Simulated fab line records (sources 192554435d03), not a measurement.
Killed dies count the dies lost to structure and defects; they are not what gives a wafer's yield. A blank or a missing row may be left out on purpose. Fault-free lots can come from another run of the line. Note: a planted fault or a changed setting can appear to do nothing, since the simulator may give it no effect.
Chamber matching | flow n5-finfet | ald-sin-01 running N5_SPACER0_ALD_00: 4 sister chambers
The step deposits SiOCN, target thk 3.5 nm, pulse time 3 s, purge time 2 s. 4 wafers are shown with their chamber, then 11 later ones without.

## WAFERS WITH THEIR CHAMBER
wafer  | chamber | heater-power-outer-w (W)
L083.3 | 3       | 524
L084.1 | 2       | 421
L084.5 | 1       | 515
L087.2 | 0       | 630

## WAFERS MISSING THEIR CHAMBER
wafer  | heater-power-outer-w (W)
L087.3 | 531
L087.4 | 516
L090.1 | 550
L090.2 | 638
L090.3 | 527
L094.2 | 425
L094.3 | 528
L094.5 | 648
L096.1 | 420
L096.2 | 532
L096.6 | 542

## WHICH CHAMBER EACH ONE RAN IN
wafer  | from the rows above     | in truth
L087.3 | can't be placed: 3 or 1 | 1
L087.4 | can't be placed: 1 or 3 | 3
L090.1 | can't be placed: 3 or 1 | 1
L090.2 | 0                       | 0
L090.3 | can't be placed: 3 or 1 | 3
L094.2 | 2                       | 2
L094.3 | can't be placed: 3 or 1 | 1
L094.5 | 0                       | 0
L096.1 | 2                       | 2
L096.2 | can't be placed: 3 or 1 | 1
L096.6 | can't be placed: 3 or 1 | 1
4 of 11 placed correctly. From these rows, 7 cannot be placed; in 7 the true chamber is one of the candidates. Placed wrongly: 0.
How it was worked out, from the rows above alone: a wafer's distance from a chamber is the root of the sum, over the readings, of the square of ((its reading less the chamber's mean) divided by the reading's scatter). If the next closest chamber is less than 2 further off than the closest, the wafer can't be placed; otherwise it belongs to the closest. Each chamber's mean is taken over the wafers shown for it. The scatter: with one shown wafer a chamber, the root of the mean of the squares of how far each hidden wafer lies from its nearest shown one.
